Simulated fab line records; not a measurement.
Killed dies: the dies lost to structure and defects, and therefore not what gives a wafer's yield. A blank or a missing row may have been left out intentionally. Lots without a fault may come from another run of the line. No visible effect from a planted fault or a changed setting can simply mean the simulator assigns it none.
Split-lot study | flow n5_finfet | on a route of 1938 steps: 7 lots, 39 wafers read

## ABOUT THE SPLIT
At N5_DUMMY_GATE_ETCH_37 (etches SOC in N2/H2, target depth 60 nm, overetch 30 nm), the setting source_w was moved away from the recipe's 840 W on 15 of the 39 wafers read, by -14.8% to +13.7%. The other wafers ran this setting at the recipe's value.

The split's own step is where the reading is taken.

## THE READING
rf_vpp_V, in V, at N5_DUMMY_GATE_ETCH_37 (etches SOC in N2/H2, target depth 60 nm, overetch 30 nm). A value of 524.7 V with a standard deviation of 2.6 V is what fault-free wafers of this fab line usually give.

wafer  | tool, chamber at the split | source_w as run, W | against the recipe | rf_vpp_V, V | against lot-mates on the recipe
L077.1 | rie_diel-04, 2             | 955.3              | +13.7%             | 499.6       | -24.6
L077.2 | rie_diel-04, 3             | 840                | recipe             | 526.0       | -
L077.3 | rie_diel-04, 0             | 840                | recipe             | 523.4       | -
L077.4 | rie_diel-04, 3             | 955.3              | +13.7%             | 503.8       | -20.4
L077.5 | rie_diel-04, 0             | 840                | recipe             | 523.1       | -
L077.6 | rie_diel-04, 2             | 955.3              | +13.7%             | 499.5       | -24.7
L079.1 | rie_diel-04, 0             | 912.3              | +8.6%              | 508.3       | -14.8
L079.2 | rie_diel-04, 2             | 912.3              | +8.6%              | 508.3       | -14.8
L079.3 | rie_diel-04, 1             | 840                | recipe             | 524.7       | -
L079.4 | rie_diel-04, 1             | 912.3              | +8.6%              | 508.7       | -14.4
L079.5 | rie_diel-04, 2             | 840                | recipe             | 522.5       | -
L079.6 | rie_diel-04, 0             | 840                | recipe             | 522.1       | -
L080.1 | rie_diel-02, 3             | 840                | recipe             | 526.9       | -
L080.2 | rie_diel-02, 2             | 840                | recipe             | 521.9       | -
L080.3 | rie_diel-02, 2             | 919.4              | +9.5%              | 506.1       | -20.0
L080.4 | rie_diel-02, 3             | 919.4              | +9.5%              | 513.7       | -12.4
L080.5 | rie_diel-02, 3             | 840                | recipe             | 529.4       | -
L080.6 | rie_diel-02, 2             | 919.4              | +9.5%              | 507.5       | -18.6
L083.1 | rie_diel-06, 0             | 840                | recipe             | 520.2       | -
L083.2 | rie_diel-06, 1             | 840                | recipe             | 522.2       | -
L083.3 | rie_diel-06, 2             | 840                | recipe             | 528.4       | -
L083.4 | rie_diel-06, 3             | 840                | recipe             | 526.5       | -
L083.5 | rie_diel-06, 1             | 840                | recipe             | 522.8       | -
L083.6 | rie_diel-06, 2             | 840                | recipe             | 528.3       | -
L086.1 | rie_diel-04, 3             | 753.4              | -10.3%             | 546.0       | +21.8
L086.2 | rie_diel-04, 1             | 840                | recipe             | 523.3       | -
L086.3 | rie_diel-04, 2             | 753.4              | -10.3%             | 541.0       | +16.8
L086.4 | rie_diel-04, 3             | 840                | recipe             | 525.3       | -
L086.5 | rie_diel-04, 1             | 840                | recipe             | 523.9       | -
L086.6 | rie_diel-04, 2             | 753.4              | -10.3%             | 541.7       | +17.5
L087.1 | rie_diel-02, 2             | 715.5              | -14.8%             | 551.1       | +23.0
L087.2 | rie_diel-02, 0             | 715.5              | -14.8%             | 555.7       | +27.6
L087.3 | rie_diel-02, 3             | 840                | recipe             | 528.4       | -
L087.4 | rie_diel-02, 1             | 840                | recipe             | 528.8       | -
L087.5 | rie_diel-02, 2             | 715.5              | -14.8%             | 549.9       | +21.8
L087.6 | rie_diel-02, 1             | 840                | recipe             | 527.2       | -
L090.2 | rie_diel-02, 2             | 840                | recipe             | 522.4       | -
L090.4 | rie_diel-02, 1             | 840                | recipe             | 529.1       | -
L090.5 | rie_diel-02, 0             | 840                | recipe             | 527.3       | -

FIT RESULTS
A straight line over all 39 wafers: rf_vpp_V changes by -1.79 V for each +1% of source_w; r = -0.98; the points scatter about the line by 2.7 V.
The same after taking each lot's own level away (the mean of its wafers on the recipe; 39 wafers): -1.7 V for each +1%; r = -0.98; scatter 2.4 V.
The reading moves by 25 V for the largest change in source_w, on that fit.
The lots' own levels span 523.10 to 528.13 V, that is 1.9 times the standard deviation above.
Consequently the slope shifts little with the lot-to-lot level, the two slopes agreeing.
Check: +25.6 V against its lot-mates is what the line predicts for one of the wafers moved furthest among these (-14.8%) when that wafer is left out of the fit. Against them it came out at +23 V.
Tool readings at the split's step, against how far the setting was moved: rf_vpp_V r = -0.98.

## THESE WAFERS: OTHER SPLITS
These wafers also went through other splits before the reading. Each is held against what the fit with the lots' levels taken away leaves over:
other split on the same wafers | wafers away from the commonest value | r with rf_vpp_V (lot level and that fit taken away)
N5_FIN_CUT_CUT_ETCH_26 time_s  | 12                                   | +0.11

## FILE'S OWN FIT
rf_vpp_V changes by -1.7 V for each +1% of source_w, r = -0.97.
